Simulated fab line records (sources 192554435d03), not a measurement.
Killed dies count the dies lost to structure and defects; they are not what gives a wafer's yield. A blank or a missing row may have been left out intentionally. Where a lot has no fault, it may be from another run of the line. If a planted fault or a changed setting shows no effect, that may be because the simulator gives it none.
fab line records ; flow n5_finfet
record: lots: 7; wafers: 21
route steps=1938 shown BEOL_M13@1685 BEOL_M14@1753 MIM_BOT@1833 MIM_TOP_LITHO@1843
start_h: the number of hours between the record's first day and the start of the first shown wafer of the lot ; wait_h: hours since the lot's step before ; " same as the row above ; L1.1+2: several wafers, shown together as one row ; - no value, or no start given ; * or withheld: withheld ; < > ~ a bound
route shown NAME@n: a module of which the file shows steps, and the number in the route of the first ; usual: mean/standard deviation taken from wafers without a fault ; same: alike in all rows ; chamber/n: place in a boat ; sites: per-site readings ; _std_site: the standard deviation of these ; _edge_site: inner sites' mean taken away from outer sites' mean ; radius_mm: how far each site lies from the wafer's centre ; mask NAME#n: copy n ; behind: the last tool/chamber to shape the wafer ; hold: reason for holding the lot/hours on hold/outcome of the hold ; device: the transistor (n, p or np) that didn't switch ; end of line: at the end of the route, the tests of the same wafers ; where a step has no rows: the recipe by itself ; killed: count of dies lost to structure and defects at first sort (not the wafer's yield) ; map: dies across one wafer; x = killed, . = not, _ = none there
set.NAME: the setting as run; set.NAME@STEP: as run at that earlier step ; model.NAME: the simulator's own value behind a step, which no gauge read
lots whose settings were changed on purpose; a table a step, a row a wafer
== steps ==
step: N5_BEOL_M13_EXPOSE_25
recipe: mask_id: M13; na: 0.93; source_shape: conventional; sigma_outer: 0.4; polarization: unpolarized; target_cd_nm: 210; dose_mj: 22
lot.wafer;tool;chamber;start_h;wait_h;mask;set.dose_mj
L074.2+5;krf_scanner-02;0;235.53;-;M13#0;21.19
L074.6;krf_scanner-02;0;235.53;-;M13#0;22
L076.2+3+5;krf_scanner-02;0;247.45;-;M13#0;22
L078.1+2+6;krf_scanner-02;0;262.97;-;M13#0;22
L085.4+5+6;krf_scanner-02;0;312.47;-;M13#0;21.01
L089.3+4;krf_scanner-01;0;317.43;-;M13#0;22
L089.5;krf_scanner-01;0;317.43;-;M13#0;23.61
L092.3+4+6;krf_scanner-02;0;339.29;-;M13#0;22
L094.1;krf_scanner-02;0;366.21;-;M13#0;23.05
L094.2+6;krf_scanner-02;0;366.21;-;M13#0;22
step: N5_BEOL_M13_PEB_26
recipe: peb_temp_c: 130; peb_time_s: 90
step: N5_BEOL_M13_DEVELOP_27
recipe: develop_time_s: 45; rinse_liquid: diw; dry: air_spin; dev_temp_c: 21
step: N5_BEOL_M13_HARDBAKE_32
recipe: temp_c: 130; time_s: 120
step: N5_BEOL_M13_CD_MEAS_28
recipe: target_cd_nm: 209.5; landing_energy_ev: 500; detector: se_inlens
usual: cd_nm: 210.1/1.2
lot.wafer;tool;chamber;start_h;wait_h;set.dose_mj@BEOL_M13_EXPOSE_25;cd_nm
L074.2;cd_sem-01;0;235.69;-;21.19;207.1
L074.5;cd_sem-01;0;235.69;-;21.19;207.1
L074.6;cd_sem-01;0;235.69;-;22;211.2
L076.2;cd_sem-03;0;247.62;-;22;210.9
L076.3;cd_sem-03;0;247.62;-;22;208.3
L076.5;cd_sem-03;0;247.62;-;22;209.9
L078.1;cd_sem-03;0;263.14;-;22;208.6
L078.2;cd_sem-03;0;263.14;-;22;208.7
L078.6;cd_sem-03;0;263.14;-;22;209.1
L085.4;cd_sem-03;0;312.63;-;21.01;204.3
L085.5;cd_sem-03;0;312.63;-;21.01;204.9
L085.6;cd_sem-03;0;312.63;-;21.01;205.5
L089.3;cd_sem-02;0;317.59;-;22;211.5
L089.4;cd_sem-02;0;317.59;-;22;209.8
L089.5;cd_sem-02;0;317.59;-;23.61;217.1
L092.3;cd_sem-01;0;339.45;-;22;209.7
L092.4;cd_sem-01;0;339.45;-;22;209.4
L092.6;cd_sem-01;0;339.45;-;22;210.3
L094.1;cd_sem-03;0;366.38;-;23.05;215.2
L094.2;cd_sem-03;0;366.38;-;22;210.4
L094.6;cd_sem-03;0;366.38;-;22;209.0
step: N5_BEOL_M13_DESCUM_33
recipe: chemistry: O2; time_s: 7.9; source_power_w: 50; bias_power_w: 20; pressure_mtorr: 20; rf_frequency_hz: 2.712e+07; temp_c: 40; o2_flow_sccm: 225
lot.wafer;tool;chamber;start_h;wait_h;set.dose_mj@BEOL_M13_EXPOSE_25;model.BEOL_M13.cd_nm
L074.2;rie_diel-01;0;235.78;0.0;21.19;207
L074.5;rie_diel-01;2;235.78;0.0;21.19;207.6
L074.6;rie_diel-01;3;235.78;0.0;22;211.2
L076.2;rie_diel-01;0;247.85;0.2;22;210.6
L076.3;rie_diel-01;3;247.85;0.2;22;208.6
L076.5;rie_diel-01;1;247.85;0.2;22;210
L078.1;rie_diel-02;1;263.74;0.5;22;208.4
L078.2;rie_diel-02;3;263.74;0.5;22;208.8
L078.6;rie_diel-02;1;263.74;0.5;22;208.6
L085.4;rie_diel-01;0;312.84;0.2;21.01;204.2
L085.5;rie_diel-01;3;312.84;0.2;21.01;205
L085.6;rie_diel-01;1;312.84;0.2;21.01;205.2
L089.3;rie_diel-02;2;317.68;0.0;22;211.4
L089.4;rie_diel-02;1;317.68;0.0;22;209.8
L089.5;rie_diel-02;3;317.68;0.0;23.61;216.8
L092.3;rie_diel-02;1;339.54;0.0;22;209.8
L092.4;rie_diel-02;1;339.54;0.0;22;209.2
L092.6;rie_diel-02;3;339.54;0.0;22;210.6
L094.1;rie_diel-02;3;366.89;0.5;23.05;214.8
L094.2;rie_diel-02;2;366.89;0.5;22;210.4
L094.6;rie_diel-02;2;366.89;0.5;22;208.8
step: N5_BEOL_M13_ETCH_67
recipe: chemistry: CF4; target: SiARC; target_depth_a: 1430; time_s: 238.3; ion_energy_ev: 80; pressure_mtorr: 40; source_w: 545; bias_w: 36; Ar_flow_sccm: 100; cf4_flow_sccm: 100; ends: cleared
lot.wafer;tool;chamber;start_h;wait_h;set.dose_mj@BEOL_M13_EXPOSE_25;model.BEOL_M13.cd_nm
L074.2;rie_diel-01;0;235.82;0.0;21.19;207.4
L074.5;rie_diel-01;2;235.82;0.0;21.19;207.2
L074.6;rie_diel-01;3;235.82;0.0;22;211.4
L076.2;rie_diel-01;0;247.89;0.0;22;211
L076.3;rie_diel-01;3;247.89;0.0;22;208.8
L076.5;rie_diel-01;1;247.89;0.0;22;210
L078.1;rie_diel-02;1;263.80;0.0;22;209
L078.2+6;rie_diel-02;3,1;263.80;0.0;22;209.6
L085.4;rie_diel-01;0;312.93;0.1;21.01;204.2
L085.5;rie_diel-01;3;312.93;0.1;21.01;205.6
L085.6;rie_diel-01;1;312.93;0.1;21.01;205.4
L089.3;rie_diel-02;2;317.72;0.0;22;212.4
L089.4;rie_diel-02;1;317.72;0.0;22;211.2
L089.5;rie_diel-02;3;317.72;0.0;23.61;217.6
L092.3+6;rie_diel-02;1,3;339.57;0.0;22;211.4
L092.4;rie_diel-02;1;339.57;0.0;22;210.4
L094.1;rie_diel-02;3;366.92;0.0;23.05;215.4
L094.2;rie_diel-02;2;366.92;0.0;22;210
L094.6;rie_diel-02;2;366.92;0.0;22;209
step: N5_BEOL_M13_ETCH_68
recipe: chemistry: N2/H2; target: SOC; mask_material: SiARC; source_w: 3000; bias_w: 350; temp_c: 40; time_s: 355; ion_energy_ev: 200; pressure_mtorr: 30; n2_flow_sccm: 200; h2_flow_sccm: 200
lot.wafer;tool;chamber;start_h;wait_h;set.dose_mj@BEOL_M13_EXPOSE_25;model.BEOL_M13.cd_nm
L074.2;rie_diel-01;0;235.96;0.1;21.19;208
L074.5;rie_diel-01;2;235.96;0.1;21.19;207.4
L074.6;rie_diel-01;3;235.96;0.1;22;209.8
L076.2;rie_diel-01;0;248.03;0.1;22;211
L076.3;rie_diel-01;3;248.03;0.1;22;206.8
L076.5;rie_diel-01;1;248.03;0.1;22;209.2
L078.1;rie_diel-02;1;264.02;0.1;22;209.2
L078.2;rie_diel-02;3;264.02;0.1;22;209.4
L078.6;rie_diel-02;1;264.02;0.1;22;209
L085.4;rie_diel-01;0;313.11;0.1;21.01;204
L085.5;rie_diel-01;3;313.11;0.1;21.01;205.6
L085.6;rie_diel-01;1;313.11;0.1;21.01;205.8
L089.3;rie_diel-02;2;317.86;0.1;22;212
L089.4;rie_diel-02;1;317.86;0.1;22;209.8
L089.5;rie_diel-02;3;317.86;0.1;23.61;218.2
L092.3;rie_diel-02;1;339.72;0.1;22;209.6
L092.4+6;rie_diel-02;3;339.72;0.1;22;211.6
L094.1;rie_diel-02;3;367.07;0.1;23.05;217
L094.2;rie_diel-02;2;367.07;0.1;22;211
L094.6;rie_diel-02;2;367.07;0.1;22;209.2
step: N5_BEOL_M13_STRIP_69
recipe: chemistry: N2/H2; temp_c: 40; n2_flow_sccm: 200; h2_flow_sccm: 200; rf_frequency_hz: 6e+07
step: N5_BEOL_M13_TRENCH_ETCH_34
recipe: chemistry: C4F8/O2/Ar; target: SiOC; target_depth_a: 4134.7; mask_material: SOC; pressure_mtorr: 30; source_w: 3000; bias_w: 700; Ar_flow_sccm: 400; C4F8_flow_sccm: 15; O2_flow_sccm: 8; he_inner_torr: 15; he_outer_torr: 30; time_s: 162.6; ion_energy_ev: 250
step: N5_BEOL_M13_STRIP_37
recipe: chemistry: N2/H2; power_w: 1000; temp_c: 250; h2_frac: 0.65; overash_fraction: 0.3; pressure_mtorr: withheld; n2_flow_sccm: 1750; h2_flow_sccm: 3250
step: N5_BEOL_M13_ETCH_38
recipe: chemistry: CF4/N2; target: SiCN; target_depth_a: 675; taper_deg: 2; time_s: 71.9; ion_energy_ev: 150; mask_material: SiO2; pressure_mtorr: 40; source_w: 430; bias_w: 70; Ar_flow_sccm: 100; cf4_flow_sccm: 60; n2_flow_sccm: 60
lot.wafer;tool;chamber;start_h;wait_h;set.dose_mj@BEOL_M13_EXPOSE_25;model.BEOL_M13.cd_nm
L074.2;rie_diel-01;1;237.77;-;21.19;207.8
L074.5;rie_diel-01;0;237.77;-;21.19;207.6
L074.6;rie_diel-01;3;237.77;-;22;209.8
L076.2;rie_diel-03;0;248.78;-;22;210.4
L076.3;rie_diel-03;1;248.78;-;22;206.4
L076.5;rie_diel-03;2;248.78;-;22;208.8
L078.1+6;rie_diel-01;2,1;266.51;-;22;209.2
L078.2;rie_diel-01;3;266.51;-;22;209.8
L085.4;rie_diel-01;3;314.50;-;21.01;203.4
L085.5+6;rie_diel-01;1,0;314.50;-;21.01;205.4
L089.3;rie_diel-03;1;322.89;-;22;212
L089.4;rie_diel-03;3;322.89;-;22;209.8
L089.5;rie_diel-03;2;322.89;-;23.61;218.4
L092.3;rie_diel-02;3;343.70;-;22;209.4
L092.4;rie_diel-02;1;343.70;-;22;211.8
L092.6;rie_diel-02;3;343.70;-;22;211.4
L094.1;rie_diel-02;3;367.81;-;23.05;217
L094.2;rie_diel-02;2;367.81;-;22;211.6
L094.6;rie_diel-02;3;367.81;-;22;209.6
step: N5_BEOL_M14_TRENCH_ETCH_34
recipe: chemistry: C4F8/O2/Ar; target: SiO2; target_depth_a: 5566.5; mask_material: SOC; he_inner_torr: 15; he_outer_torr: 30; time_s: 126.9; ion_energy_ev: 800; pressure_mtorr: 20; source_w: 1905; bias_w: 2040; Ar_flow_sccm: 400; C4F8_flow_sccm: 16; O2_flow_sccm: 12
lot.wafer;tool;chamber;start_h;wait_h;set.time_s;model.etch.depth_nm
L074.2;rie_diel-06;3;242.78;0.0;137.7;629.6
L074.5;rie_diel-06;3;242.78;0.0;137.7;637
L074.6;rie_diel-06;2;242.78;0.0;137.7;621.6
L076.2;rie_diel-04;0;252.60;0.0;136.2;566.3
L076.3;rie_diel-04;3;252.60;0.0;136.2;604.7
L076.5;rie_diel-04;2;252.60;0.0;126.9;572.5
L078.1;rie_diel-04;2;270.48;0.0;126.9;576.7
L078.2;rie_diel-04;1;270.48;0.0;151;642.8
L078.6;rie_diel-04;0;270.48;0.0;151;629.8
L085.4;rie_diel-04;1;318.22;0.0;126.9;538.9
L085.5;rie_diel-04;0;318.22;0.0;126.9;539.8
L085.6;rie_diel-04;3;318.22;0.0;114.8;501.6
L089.3;rie_diel-06;3;327.24;0.0;99.61;457
L089.4;rie_diel-06;1;327.24;0.0;126.9;564.7
L089.5;rie_diel-06;2;327.24;0.0;126.9;566.7
L092.3;rie_diel-04;1;350.71;0.0;126.9;541
L092.4;rie_diel-04;0;350.71;0.0;126.9;546.6
L092.6;rie_diel-04;1;350.71;0.0;126.9;542.6
L094.1;rie_diel-06;1;371.89;0.0;126.9;569.9
L094.2;rie_diel-06;3;371.89;0.0;126.9;578.3
L094.6;rie_diel-06;3;371.89;0.0;135.7;615.7
step: N5_BEOL_M14_STRIP_70
recipe: chemistry: C4F8/O2/Ar; resist: SiARC; rf_frequency_hz: 6e+07
step: N5_BEOL_M14_OCD_MEAS_35
usual: trench_depth_nm: 556/15
lot.wafer;tool;chamber;start_h;wait_h;set.time_s@BEOL_M14_TRENCH_ETCH_34;trench_depth_nm
L074.2;ocd-02;-;242.94;0.0;137.7;630
L074.5;ocd-02;-;242.94;0.0;137.7;637
L074.6;ocd-02;-;242.94;0.0;137.7;621
L076.2;ocd-02;-;252.76;0.0;136.2;566
L076.3;ocd-02;-;252.76;0.0;136.2;605
L076.5;ocd-02;-;252.76;0.0;126.9;573
L078.1;ocd-01;-;270.63;0.0;126.9;577
L078.2;ocd-01;-;270.63;0.0;151;643
L078.6;ocd-01;-;270.63;0.0;151;630
L085.4;ocd-02;-;318.38;0.0;126.9;539
L085.5;ocd-02;-;318.38;0.0;126.9;540
L085.6;ocd-02;-;318.38;0.0;114.8;501
L089.3;ocd-02;-;327.39;0.0;99.61;457
L089.4;ocd-02;-;327.39;0.0;126.9;565
L089.5;ocd-02;-;327.39;0.0;126.9;567
L092.3;ocd-02;-;350.87;0.0;126.9;540
L092.4;ocd-02;-;350.87;0.0;126.9;547
L092.6;ocd-02;-;350.87;0.0;126.9;543
L094.1;ocd-01;-;372.04;0.0;126.9;570
L094.2;ocd-01;-;372.04;0.0;126.9;578
L094.6;ocd-01;-;372.04;0.0;135.7;615
step: N5_BEOL_M14_SPUTTER_43
recipe: material: TaN; target_thk_a: 150; temp_c: 50; bias_v: 168.6; power_w: 15000; chamber_pressure_pa: 0.12; time_s: 24.19
lot.wafer;tool;chamber;start_h;wait_h;set.power_w;model.TaN_of_BEOL_M14_SPUTTER_43.thk_nm
L074.2+5;pvd_sputter-02;-;244.60;0.0;15000;14.6
L074.6;pvd_sputter-02;-;244.60;0.0;15000;14.8
L076.2+5;pvd_sputter-02;-;258.81;0.0;17020;17
L076.3;pvd_sputter-02;-;258.81;0.0;15000;15.2
L078.1;pvd_sputter-02;-;275.49;0.0;12470;12.8
L078.2;pvd_sputter-02;-;275.49;0.0;15000;15
L078.6;pvd_sputter-02;-;275.49;0.0;15000;15.2
L085.4;pvd_sputter-03;-;322.41;0.0;15000;14.8
L085.5;pvd_sputter-03;-;322.41;0.0;13860;13.8
L085.6;pvd_sputter-03;-;322.41;0.0;13860;14
L089.3+4;pvd_sputter-03;-;330.99;0.0;12470;12.6
L089.5;pvd_sputter-03;-;330.99;0.0;15000;15
L092.3+6;pvd_sputter-01;-;354.09;0.0;15000;15
L092.4;pvd_sputter-01;-;354.09;0.0;15000;14.8
L094.1;pvd_sputter-02;-;373.82;0.0;15720;15.8
L094.2;pvd_sputter-02;-;373.82;0.0;15720;15.6
L094.6;pvd_sputter-02;-;373.82;0.0;15000;15
step: N5_BEOL_M14_SPUTTER_44
recipe: material: Ta; target_thk_a: 150; temp_c: 50; bias_v: 80; power_w: 15000; chamber_pressure_pa: 0.07; time_s: 24.19
step: N5_BEOL_M14_SPUTTER_45
recipe: material: Cu; target_thk_a: 1000; temp_c: -20; bias_v: 60; power_w: 26000; chamber_pressure_pa: 0.13; time_s: 16.67
step: N5_BEOL_M14_ECD_47
recipe: material: Cu; target_thk_a: 12480
step: N5_BEOL_M14_ANNEAL_48
recipe: temp_c: 225; time_s: 90; ambient: N2
step: N5_BEOL_M14_CMP_49
recipe: stop_on: SiO2; t_overpolish_s: 5.2; down_force_psi: 2; platen_rpm: 80; clearing_platen_down_force_psi: 2; clearing_platen_rpm: 80; post_cmp_clean: cu_alkaline; target_thk_nm: 560; clearing_platen_pad_velocity_m_s: 1.5917; pad_velocity_m_s: 1.5917
lot.wafer;tool;chamber;start_h;wait_h;set.time_s@BEOL_M14_TRENCH_ETCH_34;model.Cu_of_BEOL_M14_ECD_47.thk_nm
L074.2;cmp-04;3;245.48;0.3;137.7;634.8
L074.6;cmp-04;1;245.48;0.3;137.7;624.8
L074.5;cmp-04;2;245.48;0.3;137.7;642
L076.2;cmp-01;3;259.61;0.2;136.2;566.8
L076.3;cmp-01;1;259.61;0.2;136.2;607.8
L076.5;cmp-01;2;259.61;0.2;126.9;574.2
L078.2;cmp-02;2;276.27;0.2;151;643.8
L078.1;cmp-02;3;276.27;0.2;126.9;582
L078.6;cmp-02;2;276.27;0.2;151;631.2
L085.4;cmp-01;3;323.17;0.1;126.9;541.8
L085.5;cmp-01;3;323.17;0.1;126.9;545
L085.6;cmp-01;0;323.17;0.1;114.8;506.8
L089.3;cmp-04;3;332.14;0.2;99.61;463.8
L089.4;cmp-04;2;332.14;0.2;126.9;572.6
L089.5;cmp-04;0;332.14;0.2;126.9;571.4
L092.3;cmp-01;2;356.19;0.3;126.9;543
L092.4;cmp-01;3;356.19;0.3;126.9;548.2
L092.6;cmp-01;3;356.19;0.3;126.9;544.2
L094.2;cmp-02;3;374.78;0.4;126.9;582.6
L094.1;cmp-02;2;374.78;0.4;126.9;570.8
L094.6;cmp-02;0;374.78;0.4;135.7;620.6
step: N5_BEOL_M14_THK_MEAS_50
recipe: thk_meas_gauge: xrf; reads: Cu_of_BEOL_M14_ECD_47
usual: M14_THK: 555/15
lot.wafer;tool;chamber;start_h;wait_h;set.time_s@BEOL_M14_TRENCH_ETCH_34;M14_THK[nm]
L074.2;film_metro-01;-;245.70;-;137.7;626
L074.5;film_metro-01;-;245.70;-;137.7;634
L074.6;film_metro-01;-;245.70;-;137.7;621
L076.2;film_metro-01;-;259.87;-;136.2;563
L076.3;film_metro-01;-;259.87;-;136.2;601
L076.5;film_metro-01;-;259.87;-;126.9;569
L078.1;film_metro-02;-;276.56;-;126.9;572
L078.2;film_metro-02;-;276.56;-;151;631
L078.6;film_metro-02;-;276.56;-;151;618
L085.4;film_metro-01;-;323.47;-;126.9;536
L085.5;film_metro-01;-;323.47;-;126.9;542
L085.6;film_metro-01;-;323.47;-;114.8;505
L089.3;film_metro-02;-;332.44;-;99.61;457
L089.4;film_metro-02;-;332.44;-;126.9;564
L089.5;film_metro-02;-;332.44;-;126.9;564
L092.3;film_metro-01;-;356.48;-;126.9;547
L092.4;film_metro-01;-;356.48;-;126.9;553
L092.6;film_metro-01;-;356.48;-;126.9;549
L094.1;film_metro-01;-;375.07;-;126.9;573
L094.2;film_metro-01;-;375.07;-;126.9;587
L094.6;film_metro-01;-;375.07;-;135.7;621
step: N5_BEOL_M14_PRE_CLEAN_52
recipe: gas: NH3; time_s: 15; temp_c: withheld; rf_power_w: 300
step: N5_BEOL_M14_DEP_53
recipe: material: SiCN; target_thk_a: 500; temp_c: withheld; precursor: 3MS/NH3; pressure_torr: 3; rf_w: 675; time_s: 17.8
step: N5_BEOL_M14_RS_MEAS_54
recipe: thk_meas_gauge: four-point-probe; reads: Cu_of_BEOL_M14_ECD_47+Ta_of_BEOL_M14_SPUTTER_44+TaN_of_BEOL_M14_SPUTTER_43
usual: M14_RS: 0.0333/0.00092
lot.wafer;tool;chamber;start_h;wait_h;set.time_s@BEOL_M14_TRENCH_ETCH_34;M14_RS[ohm/sq]
L074.2;film_metro-01;-;245.83;0.1;137.7;0.0292
L074.5;film_metro-01;-;245.83;0.1;137.7;0.0289
L074.6;film_metro-01;-;245.83;0.1;137.7;0.0297
L076.2;film_metro-02;-;260.00;0.1;136.2;0.0329
L076.3;film_metro-02;-;260.00;0.1;136.2;0.0306
L076.5;film_metro-02;-;260.00;0.1;126.9;0.0324
L078.1;film_metro-01;-;276.72;0.1;126.9;0.0320
L078.2;film_metro-01;-;276.72;0.1;151;0.0288
L078.6;film_metro-01;-;276.72;0.1;151;0.0294
L085.4;film_metro-02;-;323.61;0.0;126.9;0.0344
L085.5;film_metro-02;-;323.61;0.0;126.9;0.0341
L085.6;film_metro-02;-;323.61;0.0;114.8;0.0368
L089.3;film_metro-01;-;332.57;0.1;99.61;0.0403
L089.4;film_metro-01;-;332.57;0.1;126.9;0.0325
L089.5;film_metro-01;-;332.57;0.1;126.9;0.0326
L092.3;film_metro-01;-;356.61;0.1;126.9;0.0343
L092.4;film_metro-01;-;356.61;0.1;126.9;0.0339
L092.6;film_metro-01;-;356.61;0.1;126.9;0.0342
L094.1;film_metro-01;-;375.23;0.1;126.9;0.0326
L094.2;film_metro-01;-;375.23;0.1;126.9;0.0319
L094.6;film_metro-01;-;375.23;0.1;135.7;0.0299
step: N5_MIM_BOT_SPUTTER_00
recipe: material: TiN; target_thk_a: 350; temp_c: 200; power_w: 3000; chamber_pressure_pa: 0.49996; gas: Ar; reactive_partial_pa: 0.37997; time_s: 89.7
lot.wafer;tool;chamber;start_h;wait_h;set.time_s;model.TiN_of_MIM_BOT_SPUTTER_00.thk_nm
L074.2;pvd_sputter-03;-;255.14;0.0;81.61;31.4
L074.5;pvd_sputter-03;-;255.14;0.0;89.7;34.6
L074.6;pvd_sputter-03;-;255.14;0.0;89.7;35
L076.2;pvd_sputter-03;-;267.04;0.0;89.7;35.2
L076.3;pvd_sputter-03;-;267.04;0.0;99.07;39
L076.5;pvd_sputter-03;-;267.04;0.0;99.07;39.2
L078.1;pvd_sputter-03;-;284.60;0.0;89.7;34.8
L078.2;pvd_sputter-03;-;284.60;0.0;89.7;35
L078.6;pvd_sputter-03;-;284.60;0.0;95.22;36.8
L085.4+5;pvd_sputter-01;-;331.25;0.0;89.7;35.2
L085.6;pvd_sputter-01;-;331.25;0.0;89.7;35.6
L089.3;pvd_sputter-03;-;339.74;0.0;79.46;31
L089.4;pvd_sputter-03;-;339.74;0.0;89.7;35.2
L089.5;pvd_sputter-03;-;339.74;0.0;89.7;34.8
L092.3;pvd_sputter-02;-;370.66;0.0;89.7;34.6
L092.4+6;pvd_sputter-02;-;370.66;0.0;89.7;34.4
L094.1;pvd_sputter-03;-;382.41;0.0;89.7;35.4
L094.2;pvd_sputter-03;-;382.41;0.0;89.7;35
L094.6;pvd_sputter-03;-;382.41;0.0;89.7;35.2
step: N5_MIM_TOP_LITHO_EXPOSE_05
recipe: mask_id: MIM_TOP; na: 0.55; source_shape: conventional; sigma_outer: 0.8; polarization: unpolarized; target_cd_nm: 2000; dose_mj: 20.5
lot.wafer;tool;chamber;start_h;wait_h;mask;set.dose_mj
L074.2+5+6;krf_scanner-02;0;258.22;-;MIM_TOP#0;20.5
L076.2+3;krf_scanner-01;0;268.57;-;MIM_TOP#0;20.5
L076.5;krf_scanner-01;0;268.57;-;MIM_TOP#0;19.36
L078.1+2+6;krf_scanner-01;0;285.53;-;MIM_TOP#0;19.51
L085.4+5;krf_scanner-01;0;334.02;-;MIM_TOP#0;20.5
L085.6;krf_scanner-01;0;334.02;-;MIM_TOP#0;19.06
L089.3+4+5;krf_scanner-01;0;342.56;-;MIM_TOP#0;20.5
L092.3+4+6;krf_scanner-01;0;373.57;-;MIM_TOP#0;20.5
L094.1+2+6;krf_scanner-02;0;384.37;-;MIM_TOP#0;20.5
step: N5_MIM_TOP_LITHO_PEB_06
recipe: peb_temp_c: withheld; peb_time_s: *
step: N5_MIM_TOP_LITHO_DEVELOP_07
recipe: develop_time_s: 60; rinse_liquid: diw; dry: air_spin; dev_temp_c: 21
step: N5_MIM_TOP_LITHO_HARDBAKE_09
recipe: temp_c: 130; time_s: 120
step: N5_MIM_TOP_LITHO_CD_MEAS_08
recipe: target_cd_nm: 2000; landing_energy_ev: 500; detector: se_inlens
usual: cd_nm: 2000.8/1.9
lot.wafer;tool;chamber;start_h;wait_h;set.dose_mj@MIM_TOP_LITHO_EXPOSE_05;cd_nm
L074.2;cd_sem-02;0;258.39;-;20.5;2001.6
L074.5;cd_sem-02;0;258.39;-;20.5;2005.3
L074.6;cd_sem-02;0;258.39;-;20.5;2003.2
L076.2;cd_sem-03;0;268.74;-;20.5;1999.3
L076.3;cd_sem-03;0;268.74;-;20.5;2001.1
L076.5;cd_sem-03;0;268.74;-;19.36;2011.7
L078.1;cd_sem-01;0;285.71;-;19.51;2008.6
L078.2;cd_sem-01;0;285.71;-;19.51;2009.0
L078.6;cd_sem-01;0;285.71;-;19.51;2014.7
L085.4;cd_sem-03;0;334.18;-;20.5;1998.6
L085.5;cd_sem-03;0;334.18;-;20.5;1998.5
L085.6;cd_sem-03;0;334.18;-;19.06;2012.4
L089.3;cd_sem-01;0;342.73;-;20.5;1998.7
L089.4;cd_sem-01;0;342.73;-;20.5;1997.8
L089.5;cd_sem-01;0;342.73;-;20.5;2001.0
L092.3;cd_sem-01;0;373.73;-;20.5;1997.5
L092.4;cd_sem-01;0;373.73;-;20.5;1998.6
L092.6;cd_sem-01;0;373.73;-;20.5;2000.8
L094.1;cd_sem-01;0;384.55;-;20.5;1996.4
L094.2;cd_sem-01;0;384.55;-;20.5;2001.7
L094.6;cd_sem-01;0;384.55;-;20.5;2000.8
step: N5_MIM_TOP_LITHO_DESCUM_10
recipe: chemistry: O2; time_s: 7.9; source_power_w: 50; bias_power_w: 20; pressure_mtorr: 20; rf_frequency_hz: 2.712e+07; temp_c: 40; o2_flow_sccm: 225
lot.wafer;tool;chamber;start_h;wait_h;set.dose_mj@MIM_TOP_LITHO_EXPOSE_05;model.MIM_TOP_LITHO.cd_nm
L074.2;rie_diel-04;3;258.48;0.0;20.5;2002
L074.5;rie_diel-04;3;258.48;0.0;20.5;2005
L074.6;rie_diel-04;2;258.48;0.0;20.5;-
L076.2;rie_diel-05;2;268.83;0.0;20.5;2000
L076.3;rie_diel-05;3;268.83;0.0;20.5;2001
L076.5;rie_diel-05;1;268.83;0.0;19.36;2012
L078.1+2;rie_diel-06;1,2;285.80;0.0;19.51;2009
L078.6;rie_diel-06;3;285.80;0.0;19.51;2015
L085.4;rie_diel-05;0;334.29;0.1;20.5;1998
L085.5;rie_diel-05;3;334.29;0.1;20.5;1999
L085.6;rie_diel-05;2;334.29;0.1;19.06;2012
L089.3+4;rie_diel-06;2;342.92;0.1;20.5;1998
L089.5;rie_diel-06;0;342.92;0.1;20.5;2001
L092.3;rie_diel-05;3;373.82;0.0;20.5;1997
L092.4;rie_diel-05;0;373.82;0.0;20.5;1998
L092.6;rie_diel-05;1;373.82;0.0;20.5;2001
L094.1;rie_diel-06;0;384.64;0.0;20.5;1997
L094.2;rie_diel-06;2;384.64;0.0;20.5;2002
L094.6;rie_diel-06;3;384.64;0.0;20.5;-
== key ==
split: step: N5_BEOL_M13_EXPOSE_25; setting: dose_mj; stated: 22; by: wafer
response: step: N5_BEOL_M13_CD_MEAS_28; reading: cd_nm; change: +0.986; per: 1%; r: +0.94
response: step: N5_BEOL_M13_DESCUM_33; reading: model.BEOL_M13.cd_nm; change: +0.941; per: 1%; r: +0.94
response: step: N5_BEOL_M13_ETCH_67; reading: model.BEOL_M13.cd_nm; change: +0.953; per: 1%; r: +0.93
response: step: N5_BEOL_M13_ETCH_68; reading: model.BEOL_M13.cd_nm; change: +1.05; per: 1%; r: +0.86
response: step: N5_BEOL_M13_ETCH_38; reading: model.BEOL_M13.cd_nm; change: +1.04; per: 1%; r: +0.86
split: step: N5_BEOL_M14_TRENCH_ETCH_34; setting: time_s; stated: 126.9; by: wafer
response: step: N5_BEOL_M14_TRENCH_ETCH_34; reading: model.etch.depth_nm; change: +4.15; per: 1%; r: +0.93
response: step: N5_BEOL_M14_OCD_MEAS_35; reading: trench_depth_nm; change: +4.15; per: 1%; r: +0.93
response: step: N5_BEOL_M14_CMP_49; reading: model.Cu_of_BEOL_M14_ECD_47.thk_nm; change: +4.07; per: 1%; r: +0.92
response: step: N5_BEOL_M14_THK_MEAS_50; reading: M14_THK; change: +3.92; per: 1%; r: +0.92
response: step: N5_BEOL_M14_RS_MEAS_54; reading: M14_RS; change: -0.000263; per: 1%; r: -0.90
split: step: N5_BEOL_M14_SPUTTER_43; setting: power_w; stated: 15000; by: wafer
response: step: N5_BEOL_M14_SPUTTER_43; reading: model.TaN_of_BEOL_M14_SPUTTER_43.thk_nm; change: +0.137; per: 1%; r: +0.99
split: step: N5_MIM_BOT_SPUTTER_00; setting: time_s; stated: 89.7; by: wafer
response: step: N5_MIM_BOT_SPUTTER_00; reading: model.TiN_of_MIM_BOT_SPUTTER_00.thk_nm; change: +0.359; per: 1%; r: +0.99
split: step: N5_MIM_TOP_LITHO_EXPOSE_05; setting: dose_mj; stated: 20.5; by: wafer
response: step: N5_MIM_TOP_LITHO_CD_MEAS_08; reading: cd_nm; change: -2; per: 1%; r: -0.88
response: step: N5_MIM_TOP_LITHO_DESCUM_10; reading: model.MIM_TOP_LITHO.cd_nm; change: -1.96; per: 1%; r: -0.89
